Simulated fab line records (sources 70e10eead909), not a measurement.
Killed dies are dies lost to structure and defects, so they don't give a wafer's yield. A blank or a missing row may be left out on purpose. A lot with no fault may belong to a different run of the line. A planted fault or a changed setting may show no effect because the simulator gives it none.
A struck lot beside a sound one || flow nandHarc || 14 out of 1302 route steps
Sound: these wafers, L148.1, L148.2, L148.4. Struck: wafers L155.1, L155.3, L155.6. The cause is given at the end.
Order at every step that has rows: each side's tool, ch and its chambers, its first start. Under that, the readings that differ: sound wafers || struck wafers || difference of the means || sigmas: that difference in standard deviations of wafers without a fault.
alike: a reading whose means differ by less than 2 such deviations, as well as words and numbers matching on both sides. not compared: withheld readings; readings where some wafer has no value; bounds like >300 that might hide an equal value; numbers whose values overlap and for which the record gives no deviation.
The two part at a step that has a row with sigmas, a row that says differs or no value, or rows on one side only. Numbers that have no deviation but don't overlap get no sigmas and don't part them. A reading missing from all wafers of one side parts the sides only when that side holds two or more wafers.

first, 4 steps without rows for these wafers: NHARC_P_GATE_EBR_07; NHARC_P_GATE_EXPOSE_08 (exposes mask P HV); NHARC_P_GATE_PEB_09 (peb time 85 s); NHARC_P_GATE_DEVELOP_10 (time 70 s).
NHARC_P_GATE_CD_MEAS_11: target cd 1640 nm.
  sound on cdSem-03 ch 0, day 9 12:07; struck on cdSem-03 ch 0, day 12 06:50
{"reading": "cdNm (nm)", "sound": "1640.0 1639.6 1645.0", "struck": "1637.5 1638.8 1637.5", "difference": -3.6, "sigmas": -2}
then, 1 step without rows for these wafers: NHARC_P_GATE_HARDBAKE_12 (time 80 s).
NHARC_P_GATE_DESCUM_13: chemistry O2, time 3 s.
  sound on rieDiel-09 ch 0,1,2, day 9 12:17; struck on rieDiel-09 ch 1,3, day 12 06:59
  alike: drypumpMotorCurrentA, oesProductAu, rfVppV, showerheadPlenumPTorr, throttleValvePct
  not compared: rfHoursCounterH
then, 5 steps without rows for these wafers: NHARC_P_GATE_ETCH_14 (etches SiO2 in dHF, target depth 48.8 nm); NHARC_P_GATE_STRIP_15 (strips in SPM, time 780 s); NHARC_P_GATE_PRECLEAN_71 (cleans in SC1); NHARC_P_GATE_SRD_72; NHARC_P_GATE_OXIDE_16 (material SiO2, target thk 3 nm, ox time 392 s).
NHARC_P_GATE_CVD_17: deposits poly-Si, target thk 150 nm, time 900 s.
  struck on lpcvdPoly-02, day 12 16:43; sound on lpcvdPoly-04 ch 0, day 9 22:32
  no value came back on the struck wafers for runLengthS (s), spikeTcBottomC (C), spikeTcCentreC (C); on the sound wafers runLengthS (s) reads 901.1 901.1 901.1
NHARC_P_GATE_HM_DEP_102: deposits aC, target thk 120 nm.
  sound on aclDep-01 ch 0, day 10 01:08; struck on aclDep-02 ch 0, day 12 21:01
  alike: throttleValvePct

## WHERE THEY PART
First at NHARC_P_GATE_CD_MEAS_11; last, within this record, at NHARC_P_GATE_CVD_17. Later steps at which nothing parts them and some readings are alike: NHARC_P_GATE_HM_DEP_102.

WHY: whatever the simulator had introduced
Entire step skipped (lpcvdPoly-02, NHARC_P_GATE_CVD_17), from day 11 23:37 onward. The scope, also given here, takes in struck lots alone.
